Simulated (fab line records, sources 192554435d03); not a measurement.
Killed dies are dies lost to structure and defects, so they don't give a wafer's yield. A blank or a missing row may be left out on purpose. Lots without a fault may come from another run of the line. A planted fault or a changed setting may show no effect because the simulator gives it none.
Chamber matching | flow n5_finfet | N5_BEOL_M3_DESCUM_16 on rie_diel-01: 4 sister chambers
The step chemistry O2, time 7 s. 14 wafers are shown with their chamber, then 7 later ones without.

WAFERS WITH THEIR CHAMBER
wafer  | chamber | throttle_valve_pct (%) | oes_product_au (a.u.) | showerhead_plenum_p_Torr (Torr)
L076.1 | 1       | 20.61                  | 0.73                  | 2.09
L076.2 | 2       | 20.45                  | 0.72                  | 2.16
L076.4 | 3       | 20.46                  | 0.71                  | 2.16
L079.3 | 1       | 20.61                  | 0.72                  | 2.09
L079.4 | 3       | 20.46                  | 0.70                  | 2.16
L079.6 | 1       | 20.62                  | 0.72                  | 2.09
L082.1 | 1       | 20.62                  | 0.72                  | 2.09
L082.3 | 2       | 20.47                  | 0.70                  | 2.15
L082.6 | 0       | 20.01                  | 1.01                  | 2.14
L088.1 | 3       | 20.49                  | 0.69                  | 2.16
L088.4 | 1       | 20.63                  | 0.70                  | 2.08
L088.5 | 3       | 20.49                  | 0.69                  | 2.15
L089.1 | 1       | 20.64                  | 0.70                  | 2.08
L089.2 | 3       | 20.48                  | 0.68                  | 2.16

SIGNATURES (means of the wafers above)
reading                  | chamber 0 | chamber 1 | chamber 2 | chamber 3 | scatter within a chamber
throttle_valve_pct       | 20.0100   | 20.6217   | 20.4600   | 20.4760   | 0.0134
oes_product_au           | 1.0100    | 0.7150    | 0.7100    | 0.6940    | 0.0121
showerhead_plenum_p_Torr | 2.1400    | 2.0867    | 2.1550    | 2.1580    | 0.00513
Rule: a wafer's distance from a chamber is the root of the sum, over the readings, of the square of ((its reading less the chamber's mean) divided by the reading's scatter). The wafer belongs to the nearest chamber; if the next one is less than 2 further off, it can't be placed. The scatter: the root of (the sum of the squares of (reading less its chamber's mean) over the shown wafers, divided by (wafers less chambers)).

WAFERS WITHOUT THEIR CHAMBER
wafer  | throttle_valve_pct (%) | oes_product_au (a.u.) | showerhead_plenum_p_Torr (Torr)
L089.6 | 20.50                  | 0.69                  | 2.15
L093.1 | 20.49                  | 0.68                  | 2.15
L093.4 | 20.51                  | 0.69                  | 2.15
L093.6 | 20.65                  | 0.70                  | 2.08
L095.3 | 20.52                  | 0.68                  | 2.15
L095.5 | 20.52                  | 0.68                  | 2.15
L095.6 | 20.04                  | 0.93                  | 2.13

WHICH CHAMBER EACH WENT THROUGH
wafer  | from the rows above     | in truth
L089.6 | can't be placed: 3 or 2 | 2
L093.1 | can't be placed: 3 or 2 | 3
L093.4 | can't be placed: 3 or 2 | 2
L093.6 | 1                       | 1
L095.3 | can't be placed: 3 or 2 | 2
L095.5 | can't be placed: 3 or 2 | 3
L095.6 | 0                       | 0
Placed correctly: 2 of 7. Can't be placed from these rows: 5 (the true chamber is among the candidates in 5). Placed wrongly: 0.
